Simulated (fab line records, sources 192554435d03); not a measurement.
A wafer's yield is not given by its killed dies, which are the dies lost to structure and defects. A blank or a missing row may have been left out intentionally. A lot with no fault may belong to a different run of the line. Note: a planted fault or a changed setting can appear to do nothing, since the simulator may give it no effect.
Matching of chambers + flow n5_finfet + N5_BEOL_M14_DESCUM_15 on rie_diel-01 has 4 sister chambers
The step chemistry O2, time 7.9 s. 4 wafers are shown with their chamber, then 11 later ones without.

## WAFERS PAIRED WITH THEIR CHAMBERS
| wafer  | chamber | showerhead_plenum_p_Torr (Torr) |
|--------|---------|---------------------------------|
| L086.2 | 0       | 2.20                            |
| L088.4 | 3       | 2.01                            |
| L088.5 | 1       | 2.15                            |
| L090.1 | 2       | 2.16                            |

## WAFERS WITH NO CHAMBER GIVEN
| wafer  | showerhead_plenum_p_Torr (Torr) |
|--------|---------------------------------|
| L090.5 | 2.16                            |
| L090.6 | 2.01                            |
| L093.2 | 2.15                            |
| L093.4 | 2.15                            |
| L093.6 | 2.16                            |
| L076.2 | 2.01                            |
| L076.3 | 2.15                            |
| L076.5 | 2.19                            |
| L097.1 | 2.19                            |
| L097.3 | 2.14                            |
| L097.6 | 2.15                            |

## WHICH CHAMBER EACH ONE RAN IN
| wafer  | from the rows above     | in truth |
|--------|-------------------------|----------|
| L090.5 | can't be placed: 2 or 1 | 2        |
| L090.6 | 3                       | 3        |
| L093.2 | can't be placed: 1 or 2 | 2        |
| L093.4 | can't be placed: 1 or 2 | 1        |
| L093.6 | can't be placed: 2 or 1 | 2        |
| L076.2 | 3                       | 3        |
| L076.3 | can't be placed: 1 or 2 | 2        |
| L076.5 | 0                       | 0        |
| L097.1 | 0                       | 0        |
| L097.3 | can't be placed: 1 or 2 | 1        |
| L097.6 | can't be placed: 1 or 2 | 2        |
Correct placement for 4 of the 11. Can't be placed from these rows: 7 (the true chamber is among the candidates in 7). Number placed wrongly: 0.
How it was worked out, from the rows above alone: a wafer's distance from a chamber is the root of the sum, over the readings, of the square of ((its reading less the chamber's mean) divided by the reading's scatter). The wafer belongs to the nearest chamber; if the next one is less than 2 further off, it can't be placed. For every chamber, the mean is computed from those of its wafers that are shown. The scatter: with one shown wafer a chamber, the root of the mean of the squares of how far each hidden wafer lies from its nearest shown one.
